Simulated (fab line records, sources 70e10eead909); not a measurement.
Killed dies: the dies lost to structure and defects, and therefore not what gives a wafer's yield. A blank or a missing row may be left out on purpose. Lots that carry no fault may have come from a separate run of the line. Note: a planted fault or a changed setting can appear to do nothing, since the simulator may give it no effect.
Which tool is to blame? || flow nandHarc || Sampling: 24 lots, 72 wafers, 2 of 1302 route steps

== WHAT EACH GAUGE READ, for each wafer ==
NHARC_P_STI_CD_MEAS_16. Usual: cdNm reads 200.6 nm (standard deviation 1.9).
{"lot": "L074", "measured": "day 2 22:40", "on": "cdSem-02", "cdNm (nm)": "199.9 202.4 199.5", "flag": ""}
{"lot": "L075", "measured": "day 3 05:22", "on": "cdSem-01", "cdNm (nm)": "196.4 199.3 198.1", "flag": ""}
{"lot": "L076", "measured": "day 3 17:23", "on": "cdSem-02", "cdNm (nm)": "201.0 199.0 204.5", "flag": ""}
{"lot": "L077", "measured": "day 4 02:44", "on": "cdSem-01", "cdNm (nm)": "201.3 199.6 201.4", "flag": ""}
{"lot": "L078", "measured": "day 4 11:29", "on": "cdSem-03", "cdNm (nm)": "202.5 200.4 198.2", "flag": ""}
{"lot": "L079", "measured": "day 4 21:16", "on": "cdSem-02", "cdNm (nm)": "199.1 198.2 200.4", "flag": ""}
{"lot": "L080", "measured": "day 5 08:04", "on": "cdSem-03", "cdNm (nm)": "204.1 201.3 200.4", "flag": ""}
{"lot": "L081", "measured": "day 5 18:27", "on": "cdSem-01", "cdNm (nm)": "202.5 200.3 200.2", "flag": ""}
{"lot": "L082", "measured": "day 6 03:46", "on": "cdSem-02", "cdNm (nm)": "203.7 198.1 200.9", "flag": ""}
{"lot": "L083", "measured": "day 6 16:05", "on": "cdSem-03", "cdNm (nm)": "199.9 201.3 202.6", "flag": ""}
{"lot": "L084", "measured": "day 7 03:08", "on": "cdSem-02", "cdNm (nm)": "199.6 204.5 203.1", "flag": ""}
{"lot": "L085", "measured": "day 7 09:50", "on": "cdSem-02", "cdNm (nm)": "203.1 202.6 201.7", "flag": ""}
{"lot": "L086", "measured": "day 7 19:44", "on": "cdSem-03", "cdNm (nm)": "202.5 201.0 202.2", "flag": ""}
{"lot": "L087", "measured": "day 8 05:33", "on": "cdSem-01", "cdNm (nm)": "201.0 200.0 202.6", "flag": ""}
{"lot": "L088", "measured": "day 8 17:01", "on": "cdSem-02", "cdNm (nm)": "198.5 201.0 197.2", "flag": ""}
{"lot": "L089", "measured": "day 9 03:20", "on": "cdSem-01", "cdNm (nm)": "196.9 198.4 202.4", "flag": ""}
{"lot": "L090", "measured": "day 9 11:49", "on": "cdSem-03", "cdNm (nm)": "197.3 201.0 198.3", "flag": ""}
{"lot": "L091", "measured": "day 9 21:35", "on": "cdSem-02", "cdNm (nm)": "204.7 200.9 203.9", "flag": ""}
{"lot": "L092", "measured": "day 10 07:25", "on": "cdSem-03", "cdNm (nm)": "198.7 198.3 199.9", "flag": ""}
{"lot": "L093", "measured": "day 10 17:14", "on": "cdSem-02", "cdNm (nm)": "202.8 198.8 201.6", "flag": ""}
{"lot": "L094", "measured": "day 11 04:08", "on": "cdSem-01", "cdNm (nm)": "203.6 202.8 199.7", "flag": ""}
{"lot": "L095", "measured": "day 11 17:44", "on": "cdSem-03", "cdNm (nm)": "198.0 202.1 199.8", "flag": ""}
{"lot": "L096", "measured": "day 12 00:31", "on": "cdSem-02", "cdNm (nm)": "202.9 202.0 203.5", "flag": ""}
{"lot": "L097", "measured": "day 12 09:04", "on": "cdSem-01", "cdNm (nm)": "202.2 197.7 201.3", "flag": ""}

NHARC_P_M0_INSPECT_11. Usual: rawDefectCount reads 4.3 (standard deviation 2.6).
{"lot": "L074", "measured": "day 6 01:23", "on": "defectInspect-01", "rawDefectCount": "6 9 9", "flag": ""}
{"lot": "L075", "measured": "day 6 08:45", "on": "defectInspect-01", "rawDefectCount": "5 1 1", "flag": ""}
{"lot": "L076", "measured": "day 6 21:50", "on": "defectInspect-01", "rawDefectCount": "4 7 2", "flag": ""}
{"lot": "L077", "measured": "day 7 02:36", "on": "defectInspect-01", "rawDefectCount": "2 7 5", "flag": ""}
{"lot": "L078", "measured": "day 7 13:56", "on": "defectInspect-02", "rawDefectCount": "6 2 5", "flag": ""}
{"lot": "L079", "measured": "day 8 00:28", "on": "defectInspect-02", "rawDefectCount": "5 1 3", "flag": ""}
{"lot": "L080", "measured": "day 8 16:58", "on": "defectInspect-02", "rawDefectCount": "9 3 2", "flag": ""}
{"lot": "L081", "measured": "day 9 00:47", "on": "defectInspect-02", "rawDefectCount": "2 1 6", "flag": ""}
{"lot": "L082", "measured": "day 9 08:10", "on": "defectInspect-02", "rawDefectCount": "9 12 8", "flag": ""}
{"lot": "L083", "measured": "day 9 23:20", "on": "defectInspect-02", "rawDefectCount": "0 3 2", "flag": ""}
{"lot": "L084", "measured": "day 10 06:52", "on": "defectInspect-01", "rawDefectCount": "2 5 4", "flag": ""}
{"lot": "L085", "measured": "day 10 16:40", "on": "defectInspect-02", "rawDefectCount": "1 3 1", "flag": ""}
{"lot": "L086", "measured": "day 10 20:03", "on": "defectInspect-01", "rawDefectCount": "3 4 2", "flag": ""}
{"lot": "L087", "measured": "day 11 08:34", "on": "defectInspect-01", "rawDefectCount": "3 4 6", "flag": ""}
{"lot": "L088", "measured": "day 12 10:18", "on": "defectInspect-02", "rawDefectCount": "3 5 6", "flag": ""}
{"lot": "L089", "measured": "day 12 10:51", "on": "defectInspect-02", "rawDefectCount": "3 4 4", "flag": ""}
{"lot": "L090", "measured": "day 12 20:08", "on": "defectInspect-01", "rawDefectCount": "4 4 3", "flag": ""}
{"lot": "L091", "measured": "day 12 23:08", "on": "defectInspect-01", "rawDefectCount": "5 5 5", "flag": ""}
{"lot": "L092", "measured": "day 13 13:55", "on": "defectInspect-01", "rawDefectCount": "3 6 3", "flag": ""}
{"lot": "L093", "measured": "day 14 05:53", "on": "defectInspect-02", "rawDefectCount": "2 6 4", "flag": ""}
{"lot": "L094", "measured": "day 14 06:32", "on": "defectInspect-02", "rawDefectCount": "3 1 5", "flag": ""}
{"lot": "L095", "measured": "day 14 23:11", "on": "defectInspect-01", "rawDefectCount": "4 1 5", "flag": ""}
{"lot": "L096", "measured": "day 15 03:03", "on": "defectInspect-01", "rawDefectCount": "11 8 6", "flag": ""}
{"lot": "L097", "measured": "day 15 10:34", "on": "defectInspect-02", "rawDefectCount": "2 1 7", "flag": ""}

== WHAT TOOL EACH LOT RAN ON (gives the tool, then ch and the chambers of the sampled wafers, and finally the start) ==
There is no process step in the record ahead of these readings.

== AS READ BY THE TOOLS THEMSELVES (means over the sampled wafers that have a number; for cases with no such wafer, the mark the record gives instead) ==
The record holds no such reading with a usual standard deviation.

== THE ANSWER, worked out from the rows above alone ==
Rule: lot off if the mean of its wafers having a number is beyond 3 standard deviations from the usual mean. Also off: a lot with no number at a reading for which 4 or more lots have one. The other lots that the step has rows for count as sound. The gauges are gone through in route order, then the tools' own readings, and for those a lot's mean is taken as printed above. The first step at which some lot is off is used, and at that step the reading that is off furthest; a lot without a number counts as furthest.
Across all readings shown, no lot is off: no conclusion can be drawn from this.

== WHAT THE SIMULATOR HAD INSERTED ==
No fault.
